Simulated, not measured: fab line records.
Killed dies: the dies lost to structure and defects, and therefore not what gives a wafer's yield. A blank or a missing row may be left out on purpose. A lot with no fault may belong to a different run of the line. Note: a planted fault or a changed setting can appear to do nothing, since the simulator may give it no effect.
fab line records | flow n5-finfet
record lots=4 | wafers=12 | last-day=17
route steps=1938 shown BEOL_M7@1275 PASSIVATION@1936
lots that met no fault: from a run of the same line without faults
start-h: hours from the record's first day to the start of the lot's first wafer shown | wait-h: how many hours have passed since the lot's step before this one | " unchanged from the row above | L1.1+2: several wafers, shown together as one row | - value missing, or start not given | * or withheld: withheld | < > ~ a bound
route shown NAME@n: NAME is a module with steps in the file, n the number in the route of the first one | usual: mean/standard deviation taken from wafers without a fault | same: alike in all rows | chamber/n: place in a boat | sites: the reading at each site | _std_site: how widely they spread, as a standard deviation | _edge_site: outer sites' mean less inner sites' | radius-mm: for every site, how far away it sits from the centre of the wafer | mask NAME#n: copy n | behind: the tool/chamber that last shaped the wafer | hold: why the lot was held/for how many hours/how that ended | device: which transistor (n, p or np) failed to switch | end of line: the route-end tests of the same wafers | a step with no rows: only its recipe | killed: the dies lost at the first sort to structure and to defects; this is not the yield of the wafer | map: per-die view of a wafer (x killed, . not killed, _ where there is no die)
set.NAME: the setting the step ran with; set.NAME@STEP: the setting that earlier step ran with | model.NAME: the simulator's own value behind a step, which no gauge read
lots at selected steps of the route; one table per step, one row per wafer
services: when a tool's chamber went out of use (start-h, in hours from the record's first day, below 0 if earlier), for how many hours, and the reason
## steps
# step N5_BEOL_M7_DEVELOP_10
# recipe develop-time-s=30 | developer=TMAH | resist=CAR-ArF | rinse-liquid=diw | dry=air-spin | dev-temp-c=23
# step N5_BEOL_M7_DESCUM_16
# recipe chemistry=O2 | time-s=7.9 | source-power-w=50 | bias-power-w=20 | pressure-mtorr=20 | rf-frequency-hz=2.712e+07 | temp-c=40 | resist=CAR-ArF | o2-flow-sccm=225
# step N5_BEOL_M7_ETCH_61
# recipe chemistry=CF4 | target=SiARC | target-depth-a=455 | mask-material=CAR-ArF | time-s=75.8 | ion-energy-ev=80 | pressure-mtorr=40 | source-w=545 | bias-w=36 | Ar_flow_sccm=100 | cf4-flow-sccm=100 | ends=cleared
# step N5_BEOL_M7_ETCH_62
# recipe chemistry=N2/H2 | target=SOC | target-depth-a=1100 | overetch-a=220 | mask-material=SiARC | temp-c=40 | time-s=165 | ion-energy-ev=200 | pressure-mtorr=30 | source-w=840 | bias-w=150 | n2-flow-sccm=200 | h2-flow-sccm=200
# step N5_BEOL_M7_STRIP_68
# recipe chemistry=N2/H2 | temp-c=40 | n2-flow-sccm=200 | h2-flow-sccm=200 | rf-frequency-hz=6e+07
# step N5_BEOL_M7_STRIP_67
# recipe chemistry=CF4 | resist=SiARC | power-w=300 | bias-power-w=75 | pressure-mtorr=50 | cf4-flow-sccm=150 | rf-frequency-hz=6e+07
# step N5_BEOL_M7_HM_OPEN_17
# recipe chemistry=Cl2/BCl3 | target-depth-a=200 | overetch-a=60 | target=TiN | mask-material=SOC | ion-energy-ev=150 | pressure-mtorr=10 | icp-w=1000 | bias-w=126 | Cl2_flow_sccm=53.25 | bcl3-flow-sccm=21.75 | Ar_flow_sccm=25
# step N5_BEOL_M7_STRIP_19
# recipe chemistry=O2 | power-w=400 | temp-c=40 | pressure-mtorr=30 | rf-frequency-hz=6e+07 | bias-power-w=0 | overash-fraction=0.2 | o2-flow-sccm=225
# step N5_BEOL_M7_COAT_63
# recipe resist=SOC | temp-c=250 | time-s=60 | spin-rpm=1500 | resist-thk-nm=60
# usual chill-plate-temp-C=22.98/0.11 | dispense-pressure-kPa=50.9/2.7 | spin-speed-rpm=1500.1/0.95
lot.wafer | tool           | chamber | start-h | wait-h | chill-plate-temp-C | dispense-pressure-kPa | spin-speed-rpm | model.SOC_of_BEOL_M7_COAT_63.thk-nm
L362.4    | litho-track-05 | 0       | 223.88  | 0.0    | 22.93              | 53.4                  | 1498.7         | 60.2
L362.5    | "              | 0       | "       | "      | 23.08              | 53.4                  | 1499.8         | 60.2
L362.6    | "              | 0       | "       | "      | 23.05              | 53.4                  | 1500.0         | 60.2
L375.2    | litho-track-04 | 0       | 296.63  | 0.7    | 23.04              | 52.9                  | 1500.6         | 60
L375.4    | "              | 0       | "       | "      | 23.05              | 52.9                  | 1499.5         | 60.2
L375.5    | "              | 0       | "       | "      | 23.19              | 52.9                  | 1500.2         | 60.2
L376.1    | litho-track-05 | 0       | 296.84  | 0.1    | 22.86              | 53.4                  | 1395.3         | 62.4
L376.3    | "              | 0       | "       | "      | 23.11              | 53.4                  | 1395.4         | 62.4
L376.6    | "              | 0       | "       | "      | 23.00              | 53.4                  | 1395.3         | 62.6
L377.1    | litho-track-05 | 0       | 316.26  | 0.7    | 22.94              | 53.5                  | 1394.6         | 62.4
L377.4    | "              | 0       | "       | "      | 22.97              | 53.5                  | 1393.9         | 62.4
L377.6    | "              | 0       | "       | "      | 22.91              | 53.4                  | 1394.0         | 62.4
# step N5_BEOL_M7_COAT_64
# recipe resist=SiARC | temp-c=220 | time-s=60 | spin-rpm=1500 | resist-thk-nm=12
# step N5_BEOL_M7_COAT_71
# recipe resist=underlayer | temp-c=205 | time-s=60 | spin-rpm=1500 | resist-thk-nm=5
# step N5_BEOL_M7_COAT_22
# recipe resist=CAR-EUV | spin-rpm=1500 | resist-thk-nm=30
# step N5_BEOL_M7_EBR_24
# recipe solvent=PGMEA | ebr-width-mm=1.5
# step N5_BEOL_M7_SOFTBAKE_23
# recipe temp-c=110 | time-s=60 | resist=CAR-EUV
# step N5_BEOL_M7_EXPOSE_25
# recipe mask-id=V6 | na=0.33 | source-shape=annular | sigma-inner=0.4 | sigma-outer=0.8 | polarization=unpolarized | target-cd-nm=40 | dose-mj=42.5
# step N5_BEOL_M7_PEB_26
# recipe peb-temp-c=100 | peb-time-s=60 | resist=CAR-EUV
# step N5_BEOL_M7_DEVELOP_27
# recipe develop-time-s=30 | developer=TMAH | resist=CAR-EUV | rinse-liquid=surfactant-rinse | dry=air-spin | dev-temp-c=23
# step N5_BEOL_M7_DESCUM_33
# recipe chemistry=O2 | time-s=7 | source-power-w=50 | bias-power-w=20 | pressure-mtorr=20 | rf-frequency-hz=2.712e+07 | temp-c=40 | resist=CAR-EUV | o2-flow-sccm=225
# step N5_BEOL_M7_ETCH_72
# recipe chemistry=N2/H2 | target=underlayer | target-depth-a=65 | mask-material=CAR-EUV | time-s=5.2 | ion-energy-ev=200 | pressure-mtorr=30 | source-w=840 | bias-w=150 | n2-flow-sccm=200 | h2-flow-sccm=200 | ends=cleared
# step N5_BEOL_M7_ETCH_65
# recipe chemistry=CF4 | target=SiARC | target-depth-a=156 | mask-material=CAR-EUV | time-s=26 | ion-energy-ev=80 | pressure-mtorr=40 | source-w=545 | bias-w=36 | Ar_flow_sccm=100 | cf4-flow-sccm=100 | ends=cleared
# step N5_BEOL_M7_ETCH_66
# recipe chemistry=N2/H2 | target=SOC | target-depth-a=800 | overetch-a=160 | mask-material=SiARC | temp-c=40 | time-s=120 | ion-energy-ev=200 | pressure-mtorr=30 | source-w=840 | bias-w=150 | n2-flow-sccm=200 | h2-flow-sccm=200
# usual drypump-motor-current-A=5.9/0.35 | oes-product-au=0.59/0.053 | rf-vpp-V=522.4/3 | showerhead-plenum-p-Torr=2.49/0.11 | temp-c=40.00/0.12 | throttle-valve-pct=17.8/0.31
lot.wafer | tool        | chamber | start-h | wait-h | drypump-motor-current-A | oes-product-au | rf-hours-counter-h | rf-vpp-V | showerhead-plenum-p-Torr | temp-c | throttle-valve-pct | model.etch.depth-nm
L362.4    | rie-diel-02 | 2       | 225.01  | 0.0    | 5.7                     | 0.64           | 77                 | 525.8    | 2.70                     | 39.86  | 18.0               | 60.16
L362.5    | "           | 2       | "       | "      | 5.7                     | 0.64           | -                  | 527.9    | 2.70                     | 39.89  | 18.0               | 60.2
L362.6    | "           | 1       | "       | "      | 6.0                     | 0.53           | -                  | 519.8    | 2.38                     | 40.15  | 17.7               | 60.2
L375.2    | rie-diel-02 | 1       | 297.10  | 0.0    | 6.0                     | 0.52           | 235                | 520.4    | 2.37                     | 40.16  | 17.7               | 60.06
L375.4    | "           | 0       | "       | "      | 5.2                     | 0.56           | -                  | 522.9    | 2.51                     | 40.16  | 17.7               | 60.29
L375.5    | "           | 3       | "       | "      | 6.2                     | 0.60           | -                  | 522.2    | 2.43                     | 39.96  | 17.6               | 60.13
L376.1    | rie-diel-06 | 0       | 297.51  | 0.0    | 6.3                     | 0.66           | 85                 | 524.3    | 2.56                     | 40.17  | 17.8               | 62.4
L376.3    | "           | 3       | "       | "      | 6.4                     | 0.68           | 50                 | 522.5    | 2.49                     | 39.90  | 17.4               | 62.43
L376.6    | "           | 2       | "       | "      | 5.6                     | 0.57           | -                  | 525.9    | 2.65                     | 40.08  | 17.9               | 62.59
L377.1    | rie-diel-02 | 1       | 317.15  | 0.0    | 6.0                     | 0.52           | 244                | 521.1    | 2.37                     | 39.86  | 17.8               | 62.35
L377.4    | "           | 0       | "       | "      | 5.2                     | 0.56           | 195                | 522.4    | 2.50                     | 40.13  | 17.7               | 62.48
L377.6    | "           | 1       | "       | "      | 6.0                     | 0.52           | -                  | 519.3    | 2.37                     | 39.85  | 17.8               | 62.37
# step N5_BEOL_M7_STRIP_69
# recipe chemistry=N2/H2 | temp-c=40 | n2-flow-sccm=200 | h2-flow-sccm=200 | rf-frequency-hz=6e+07
# step N5_BEOL_M7_STRIP_73
# recipe chemistry=N2/H2 | temp-c=40 | n2-flow-sccm=200 | h2-flow-sccm=200 | rf-frequency-hz=6e+07
# step N5_BEOL_M7_VIA_ETCH_34
# recipe chemistry=C4F6/O2 | target=SiCOH_lowk | target-depth-a=1255 | mask-material=SOC | taper-deg=4 | time-s=50.5 | ion-energy-ev=250 | pressure-mtorr=30 | source-w=345 | bias-w=185 | Ar_flow_sccm=300 | C4F6_flow_sccm=10 | O2_flow_sccm=10
# usual drypump-motor-current-A=5.9/0.35 | mfc-ar-sccm=300.1/0.9 | oes-product-au=0.77/0.071 | rf-vpp-V=659/19 | showerhead-plenum-p-Torr=2.79/0.12 | throttle-valve-pct=20.9/0.33
lot.wafer | tool        | chamber | start-h | wait-h | drypump-motor-current-A | mfc-ar-sccm | oes-product-au | rf-hours-counter-h | rf-vpp-V | showerhead-plenum-p-Torr | throttle-valve-pct | model.SOC_of_BEOL_M7_COAT_63.thk-nm
L362.4    | rie-diel-02 | 2       | 225.11  | 0.0    | 5.7                     | 301.2       | 0.83           | 77                 | 671      | 2.99                     | 21.0               | 54.2
L362.5    | "           | 2       | "       | "      | 5.7                     | 299.6       | 0.83           | -                  | 670      | 2.99                     | 21.0               | 54.2
L362.6    | "           | 1       | "       | "      | 6.0                     | 300.6       | 0.70           | -                  | 647      | 2.68                     | 20.8               | 54
L375.2    | rie-diel-02 | 1       | 297.20  | 0.0    | 6.0                     | 299.4       | 0.68           | 235                | 646      | 2.67                     | 20.8               | 53.8
L375.4    | "           | 0       | "       | "      | 5.3                     | 301.4       | 0.73           | -                  | 631      | 2.80                     | 20.8               | 54.2
L375.5    | "           | 3       | "       | "      | 6.2                     | 299.0       | 0.80           | -                  | 668      | 2.77                     | 20.9               | 54
L376.1    | rie-diel-06 | 0       | 297.61  | 0.0    | 6.3                     | 299.8       | 0.82           | 86                 | 648      | 2.85                     | 20.8               | 56.4
L376.3    | "           | 3       | "       | "      | 6.5                     | 299.1       | 0.87           | 50                 | 647      | 2.78                     | 20.4               | 56.4
L376.6    | "           | 2       | "       | "      | 5.6                     | 300.4       | 0.71           | -                  | 662      | 2.96                     | 20.8               | 56.8
L377.1    | rie-diel-02 | 1       | 317.25  | 0.0    | 6.0                     | 299.5       | 0.68           | 244                | 645      | 2.66                     | 20.8               | 56
L377.4    | "           | 0       | "       | "      | 5.2                     | 300.2       | 0.73           | 195                | 631      | 2.79                     | 20.8               | 56.2
L377.6    | "           | 1       | "       | "      | 6.0                     | 299.8       | 0.68           | -                  | 645      | 2.67                     | 20.8               | 56
# step N5_BEOL_M7_STRIP_76
# recipe chemistry=C4F6/O2 | resist=SiARC | rf-frequency-hz=6e+07
# step N5_PASSIVATION_PROBE_49
# usual defect-limited-yield=91.1/1.4 | killed_at_M0_to_M3=36/9.9 | killed_at_M4_up=13/5.8 | killed-at-contacts=14/5.9 | killed-at-front-end=39/11 | killed-at-other=3.4/2.9 | killed-dies=105/17 | killed-open=70/13 | killed-short=34/7.3 | sort_bin_5_function=5.3/1 | sort_bin_6_memory=3.3/0.62 | sort_bin_8_speed=0.01/0.057 | sort-n-pass=1075/17 | sort-yield-pct=91.1/1.4
# same gross-dies=1180 | killed-at-back-side=0 | sort_bin_4_leakage[%]=0
lot.wafer | tool      | chamber | start-h | wait-h | defect-limited-yield[%] | killed_at_M0_to_M3 | killed_at_M4_up | killed-at-contacts | killed-at-front-end | killed-at-other | killed-dies | killed-open | killed-short | sort_bin_5_function[%] | sort_bin_6_memory[%] | sort_bin_8_speed[%] | sort-n-pass | sort-yield-pct[%]
L375.2    | prober-02 | -       | 385.75  | 0.1    | 89.5                    | 32                 | 18              | 12                 | 48                  | 14              | 124         | 81          | 40           | 6.5                    | 3.6                  | 0                   | 1056        | 89.5
L375.4    | prober-02 | -       | 385.85  | 0.2    | 91.2                    | 25                 | 16              | 19                 | 37                  | 7               | 104         | 80          | 23           | 5.2                    | 3.5                  | 0                   | 1076        | 91.2
L375.5    | prober-02 | -       | 385.90  | 0.2    | 91.6                    | 23                 | 14              | 13                 | 42                  | 7               | 99          | 63          | 29           | 4.7                    | 3.3                  | 0                   | 1081        | 91.6
# killed by level:class
L375.2 STI_FIN_REVEAL:geometric-particle:open=20 BEOL_M2:geometric-particle:open=12 MOL_CONTACT_COAG:geometric-particle:short=6 MOL_CONTACT_COAG:geometric-particle:open=6 BEOL_M4:geometric-particle:open=6 FIN_SAQP:geometric-particle:open=5 BEOL_M8:geometric-particle:open=5 BEOL_M0_SAQP:geometric-particle:short=5
L375.4 STI_FIN_REVEAL:geometric-particle:open=19 BEOL_M0_SAQP:geometric-particle:open=16 MOL_CONTACT_COAG:geometric-particle:open=14 BEOL_M4:geometric-particle:open=7 FIN_SAQP:geometric-particle:open=6 MOL_CONTACT_COAG:geometric-particle:short=5 BEOL_M0_SAQP:geometric-particle:short=5 PASS1_CAP:geometric-particle:open=3
L375.5 STI_FIN_REVEAL:geometric-particle:open=19 MOL_CONTACT_COAG:geometric-particle:open=12 BEOL_M0_SAQP:geometric-particle:short=9 BEOL_M0_SAQP:geometric-particle:open=7 STI_FIN_REVEAL:geometric-particle:short=5 FIN_SAQP:geometric-particle:open=4 FIN_SAQP:geometric-particle:short=4 BEOL_M3:geometric-particle:open=4
## services
tool        | chamber | start-h | hours | kind
rie-diel-02 | 2       | 230.43  | 75.0  | repair
rie-diel-02 | -       | 257.21  | 15.6  | pm
rie-diel-06 | 2       | 264.89  | 6.7   | repair
rie-diel-02 | 0       | 278.05  | 4.4   | repair
rie-diel-06 | 1       | 287.76  | -     | clean
rie-diel-06 | 1       | 287.76  | -     | consumable-replace:focus-ring
rie-diel-06 | 1       | 287.76  | -     | consumable-replace:showerhead
rie-diel-06 | 1       | 287.76  | 16.5  | scheduled-down
rie-diel-06 | 1       | 287.76  | 16.5  | vent-cycle
rie-diel-06 | 2       | 307.35  | 1.8   | repair
rie-diel-06 | 2       | 309.34  | 9.4   | repair
## key
first-sign step=N5_BEOL_M7_COAT_63 | reading=spin-speed-rpm | direction=down | sigmas=99+ | usual=* | struck=*
effect none on later readings
model-effect step=N5_BEOL_M7_COAT_63 | value=SOC_of_BEOL_M7_COAT_63.thk-nm | without=60.23 | struck=62.43
model-effect step=N5_BEOL_M7_ETCH_66 | value=etch.depth-nm | without=60.21 | struck=62.44
model-effect step=N5_BEOL_M7_VIA_ETCH_34 | value=SOC_of_BEOL_M7_COAT_63.thk-nm | without=54.03 | struck=56.3
met-at N5_BEOL_M7_COAT_63
struck-wafers L376.1,L376.3,L376.6,L377.1,L377.4,L377.6
onset-between 223.88 296.84
fault kind=process-parameter-drift | tool=litho-track-05 | chamber=- | onset-h=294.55 | steps=N5_BEOL_M7_COAT_63 | channel=spin-rpm | offset=* | shape=step | end-h=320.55 | acts-in=* | stated=*
